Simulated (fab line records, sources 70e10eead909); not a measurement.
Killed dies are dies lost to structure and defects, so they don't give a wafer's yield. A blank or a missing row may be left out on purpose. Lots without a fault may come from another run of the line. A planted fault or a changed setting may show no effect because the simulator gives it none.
A struck lot beside a sound one | flow nand_harc | 12 steps out of a route of 1302
Sound: wafers L446.1, L446.3, L446.4. Struck: wafers L463.2, L463.3, L463.4. The cause comes at the end.
At each step with rows: each side's tool, then ch and its chambers, then its first start. Under that, the readings that differ: sound wafers | struck wafers | difference of the means | sigmas: that difference in standard deviations of wafers without a fault.
alike: readings whose means differ by less than 2 such deviations, and words and numbers that are the same on both sides. not compared: withheld readings, readings that some wafer has no value for, bounds like >300 that may hide the same value, and numbers for which the record gives no deviation and whose values overlap.
The two part at a step that has a row with sigmas, a row that says differs or no value, or rows on one side only. Numbers that don't overlap but have no deviation are shown without sigmas and don't part them. A reading that every wafer of one side lacks parts them only if that side has two wafers or more.

NHARC_A_SLIT_ETCH_29: etches the open film in CF4/O2, target depth 100 nm, overetch 10 nm, time 55 s.
  sound on rie_diel-08 ch 0,2,3, day 20 13:17; struck on rie_diel-10 ch 0,1,3, day 26 21:10
  reading                | sound       | struck      | difference | sigmas
  rf_hours_counter_h (h) | 3.3 4.4 5.4 | 1.5 1.1 1.5 | -3.0       |
  alike: bias_w, cf4_flow_sccm, chamber_pressure_mTorr, drypump_motor_current_A, oes_product_au, rf_vpp_V, showerhead_plenum_p_Torr, throttle_valve_pct
NHARC_A_SLIT_STRIP_18: strips in O2.
  sound on rie_diel-08 ch 1,2,3; struck on rie_diel-10 ch 0,2,3
  reading                     | sound       | struck      | difference | sigmas
  drypump_motor_current_A (A) | 5.8 6.4 6.5 | 5.4 5.2 5.4 | -0.9       | -2
  rf_hours_counter_h (h)      | 5.4 4.4 5.3 | 1.5 1.1 1.9 | -3.5       |
  alike: chamber_pressure_mTorr, oes_product_au, rf_vpp_V, showerhead_plenum_p_Torr, throttle_valve_pct
then, 2 steps without rows for these wafers: NHARC_A_SLIT_PRECLEAN_19 (cleans in SC1); NHARC_A_SLIT_SRD_20.
NHARC_A_SLIT_CD_MEAS_21:
  sound on cd_sem-01, day 20 13:50; struck on cd_sem-03, day 26 21:43
  alike: cd_nm
then, 3 steps without rows for these wafers: NHARC_A_SIN_REMOVE_WET_00 (chemistry H3PO4, time 15300 s); NHARC_A_SIN_REMOVE_PRECLEAN_01 (cleans in SC1); NHARC_A_SIN_REMOVE_SRD_02.
NHARC_A_SIN_REMOVE_INSPECT_04:
  sound on defect_inspect-01, day 20 20:29; struck on defect_inspect-01, day 27 04:18
  reading          | sound       | struck      | difference | sigmas
  raw_defect_count | 318 395 371 | 635 596 563 | +237       | +2
NHARC_A_WL_FILL_ALD_00: deposits Al2O3, target thk 3 nm, pulse time 3 s, ald cycles 30.
  sound on ald_hk-03 ch 0,1,3, day 20 20:37; struck on ald_hk-03 ch 0,1,2, day 27 04:22
  alike: heater_power_outer_w, heater_power_w, precursor_pulse_height_rel
NHARC_A_WL_FILL_RTA_01: time 5 s.
  sound on rtp_anneal-01 ch 0, day 20 20:52; struck on rtp_anneal-02 ch 0, day 27 04:39
  alike: anneal_temp_c_max, lamp_power_pct, lamp_zone_3_pct, wafer_temp_C_max
NHARC_A_WL_FILL_ALD_02: deposits TiN, target thk 2 nm, pulse time 3 s, ald cycles 100.
  sound on ald_metal-01 ch 0,1,3, day 20 21:04; struck on ald_metal-02 ch 0,2,3, day 27 04:50
  no value came back on the struck wafers for ald_cycles, heater_power_outer_w (W), heater_power_w (W), precursor_pulse_height_rel; on the sound wafers ald_cycles reads 100 100 100

WHERE THEY PART
First at NHARC_A_SLIT_STRIP_18; last, within this record, at NHARC_A_WL_FILL_ALD_02.

WHY: what the simulator had put in
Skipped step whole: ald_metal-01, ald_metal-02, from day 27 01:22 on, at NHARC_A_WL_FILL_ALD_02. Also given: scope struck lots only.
